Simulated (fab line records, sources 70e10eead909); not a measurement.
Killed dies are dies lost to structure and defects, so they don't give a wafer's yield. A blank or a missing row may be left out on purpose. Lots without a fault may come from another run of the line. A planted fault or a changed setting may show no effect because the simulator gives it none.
A struck lot beside a sound one | flow nand_harc | 14 steps out of a route of 1159
Sound: wafers L672.2, L672.5, L672.6. Struck: wafers L679.2, L679.3, L679.6. The cause comes at the end.
At each step with rows: each side's tool, then ch and its chambers, then its first start. Under that, the readings that differ: sound wafers | struck wafers | difference of the means | sigmas: that difference in standard deviations of wafers without a fault.
alike: readings whose means differ by less than 2 such deviations, and words and numbers that are the same on both sides. not compared: withheld readings, readings that some wafer has no value for, bounds like >300 that may hide the same value, and numbers for which the record gives no deviation and whose values overlap.
The two part at a step that has a row with sigmas, a row that says differs or no value, or rows on one side only. Numbers that don't overlap but have no deviation are shown without sigmas and don't part them. A reading that every wafer of one side lacks parts them only if that side has two wafers or more.

NHARC_A_SGD_CUT_STRIP_28: strips in O2, time 20 s.
  sound on rie_diel-06 ch 1,2,3; struck on rie_diel-05 ch 0,1,3
  alike: drypump_motor_current_A, oes_product_au, rf_vpp_V, showerhead_plenum_p_Torr, throttle_valve_pct
  not compared: rf_hours_counter_h
NHARC_A_SGD_CUT_INSPECT_25:
  sound on defect_inspect-02, day 15 07:28; struck on defect_inspect-02, day 17 18:41
  alike: raw_defect_count
NHARC_A_SLIT_DEP_25: deposits SiO2, target thk 200 nm.
  sound on pecvd-04 ch 0,2, day 15 07:45; struck on pecvd-03 ch 0,1,2, day 17 18:44
  alike: heater_power_w, showerhead_vpp_V, throttle_valve_pct
NHARC_A_SLIT_DEP_00: deposits aC, target thk 3200 nm.
  sound on acl_dep-02 ch 0, day 15 08:20; struck on acl_dep-03 ch 0, day 17 19:25
  alike: throttle_valve_pct
NHARC_A_SLIT_DEP_23: deposits SiON, target thk 100 nm.
  sound on pecvd-04 ch 0,2, day 15 10:01; struck on pecvd-04 ch 0,1,2, day 17 21:05
  alike: heater_power_w, showerhead_vpp_V
then, 7 steps without rows for these wafers: NHARC_A_SLIT_DEHYDRATE_01 (time 120 s); NHARC_A_SLIT_HMDS_02 (time 30 s); NHARC_A_SLIT_COAT_03 (resist thk 90 nm); NHARC_A_SLIT_SOFTBAKE_04 (time 55 s); NHARC_A_SLIT_EBR_05; NHARC_A_SLIT_EXPOSE_06 (exposes mask SLIT); NHARC_A_SLIT_PEB_07 (peb time 65 s).
NHARC_A_SLIT_DEVELOP_08: develop time 35 s.
  sound on litho_track-06 ch 0, day 15 10:00; struck on litho_track-04, day 17 21:00
  no value came back on the struck wafers for chill_plate_temp_C (C), develop_time_s (s); on the sound wafers chill_plate_temp_C (C) reads 23.04 23.12 23.09
NHARC_A_SLIT_CD_MEAS_09: target cd 300 nm.
  sound on cd_sem-03 ch 0, day 15 10:41; struck on cd_sem-03 ch 0, day 17 21:46
  reading    | sound             | struck | difference                    | sigmas
  cd_nm (nm) | 299.7 299.5 299.4 | - - -  | no value on the struck wafers |

WHERE THEY PART
First at NHARC_A_SLIT_DEVELOP_08; last, within this record, at NHARC_A_SLIT_CD_MEAS_09.

WHY: what the simulator had put in
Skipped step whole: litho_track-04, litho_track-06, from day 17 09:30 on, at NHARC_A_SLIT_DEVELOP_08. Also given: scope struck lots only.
